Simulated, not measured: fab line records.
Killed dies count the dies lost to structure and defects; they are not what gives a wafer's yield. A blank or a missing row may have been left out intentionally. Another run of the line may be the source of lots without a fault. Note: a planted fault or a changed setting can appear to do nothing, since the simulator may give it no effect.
Chamber matching / flow nand_harc / NHARC_A_STAIRCASE_ALD_420 on ald_hk-03 has 4 sister chambers
The step deposits SiO2, target thk 20 nm, pulse time 6 s, ald cycles 200. 4 wafers are shown with their chamber, then 11 later ones without.

== WAFERS, EACH WITH ITS CHAMBER ==
wafer=L086.2; chamber=3; heater_power_w (W)=490
wafer=L089.5; chamber=1; heater_power_w (W)=503
wafer=L089.6; chamber=0; heater_power_w (W)=437
wafer=L092.1; chamber=2; heater_power_w (W)=432

== WAFERS WHOSE CHAMBER IS MISSING ==
wafer=L092.4; heater_power_w (W)=495
wafer=L092.5; heater_power_w (W)=431
wafer=L092.2; heater_power_w (W)=454
wafer=L092.3; heater_power_w (W)=502
wafer=L092.6; heater_power_w (W)=470
wafer=L095.2; heater_power_w (W)=494
wafer=L095.3; heater_power_w (W)=447
wafer=L095.4; heater_power_w (W)=515
wafer=L097.4; heater_power_w (W)=447
wafer=L097.5; heater_power_w (W)=490
wafer=L097.6; heater_power_w (W)=447

== THE CHAMBER EACH PASSED THROUGH ==
wafer=L092.4; from the rows above=can't be placed: 3 or 1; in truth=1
wafer=L092.5; from the rows above=can't be placed: 2 or 0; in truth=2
wafer=L092.2; from the rows above=can't be placed: 0 or 2 or 3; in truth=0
wafer=L092.3; from the rows above=can't be placed: 1 or 3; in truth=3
wafer=L092.6; from the rows above=can't be placed: 3 or 0 or 1 or 2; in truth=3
wafer=L095.2; from the rows above=can't be placed: 3 or 1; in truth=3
wafer=L095.3; from the rows above=can't be placed: 0 or 2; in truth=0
wafer=L095.4; from the rows above=can't be placed: 1 or 3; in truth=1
wafer=L097.4; from the rows above=can't be placed: 0 or 2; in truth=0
wafer=L097.5; from the rows above=can't be placed: 3 or 1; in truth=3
wafer=L097.6; from the rows above=can't be placed: 0 or 2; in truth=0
Correct placement for 0 of the 11. These rows do not allow placing 11 (true chamber among the candidates in 11). 0 placed wrongly.
How it was worked out, from the rows above alone: a wafer's distance from a chamber is the root of the sum, over the readings, of the square of ((its reading less the chamber's mean) divided by the reading's scatter). The wafer belongs to the nearest chamber; if the next one is less than 2 further off, it can't be placed. For every chamber, the mean is computed from those of its wafers that are shown. The scatter (one wafer shown for each chamber): square how far every hidden wafer sits from the nearest shown wafer, average those squares and take the square root.
